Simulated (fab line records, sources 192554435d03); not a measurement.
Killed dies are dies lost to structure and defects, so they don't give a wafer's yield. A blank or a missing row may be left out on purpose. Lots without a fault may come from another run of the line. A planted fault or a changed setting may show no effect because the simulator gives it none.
Chamber matching | flow n5_finfet | N5_BEOL_M10_PECVD_70 on pecvd-04: 3 sister chambers
The step deposits SiO2 from TEOS/O2, target thk 20 nm, time 22.7 s. 14 wafers are shown with their chamber, then 7 later ones without.

WAFERS WITH THEIR CHAMBER
wafer  | chamber | throttle_valve_pct (%) | showerhead_plenum_p_Torr (Torr) | heater_power_w (W)
L078.1 | 2       | 21.1                   | 8.72                            | 619
L078.3 | 0       | 23.3                   | 8.77                            | 579
L078.5 | 1       | 21.2                   | 8.83                            | 664
L080.2 | 0       | 23.6                   | 8.76                            | 569
L080.4 | 2       | 20.8                   | 8.74                            | 710
L080.6 | 1       | 21.1                   | 8.80                            | 730
L086.2 | 2       | 21.1                   | 8.72                            | 706
L086.3 | 1       | 21.5                   | 8.81                            | 613
L086.4 | 2       | 21.1                   | 8.73                            | 732
L094.2 | 2       | 21.4                   | 8.74                            | 688
L094.3 | 2       | 21.2                   | 8.75                            | 673
L094.6 | 1       | 21.6                   | 8.82                            | 779
L092.1 | 2       | 21.1                   | 8.73                            | 724
L092.3 | 1       | 21.4                   | 8.86                            | 697

SIGNATURES (means of the wafers above)
reading                  | chamber 0 | chamber 1 | chamber 2 | scatter within a chamber
throttle_valve_pct       | 23.450    | 21.360    | 21.114    | 0.192
showerhead_plenum_p_Torr | 8.7650    | 8.8240    | 8.7329    | 0.0163
heater_power_w           | 574.00    | 696.60    | 693.14    | 47.5
Rule: a wafer's distance from a chamber is the root of the sum, over the readings, of the square of ((its reading less the chamber's mean) divided by the reading's scatter). The wafer belongs to the nearest chamber; if the next one is less than 2 further off, it can't be placed. The scatter: the root of (the sum of the squares of (reading less its chamber's mean) over the shown wafers, divided by (wafers less chambers)).

WAFERS WITHOUT THEIR CHAMBER
wafer  | throttle_valve_pct (%) | showerhead_plenum_p_Torr (Torr) | heater_power_w (W)
L092.6 | 21.0                   | 8.78                            | 589
L096.1 | 20.8                   | 8.78                            | 504
L096.2 | 21.6                   | 8.82                            | 641
L096.4 | 20.9                   | 8.81                            | 520
L097.3 | 21.2                   | 8.73                            | 722
L097.5 | 21.3                   | 8.81                            | 754
L097.6 | 21.1                   | 8.80                            | 583

WHICH CHAMBER EACH WENT THROUGH
wafer  | from the rows above     | in truth
L092.6 | can't be placed: 2 or 1 | 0
L096.1 | can't be placed: 2 or 1 | 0
L096.2 | 1                       | 1
L096.4 | can't be placed: 1 or 2 | 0
L097.3 | 2                       | 2
L097.5 | 1                       | 1
L097.6 | can't be placed: 1 or 2 | 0
Placed correctly: 3 of 7. Can't be placed from these rows: 4 (the true chamber is among the candidates in 0). Placed wrongly: 0.
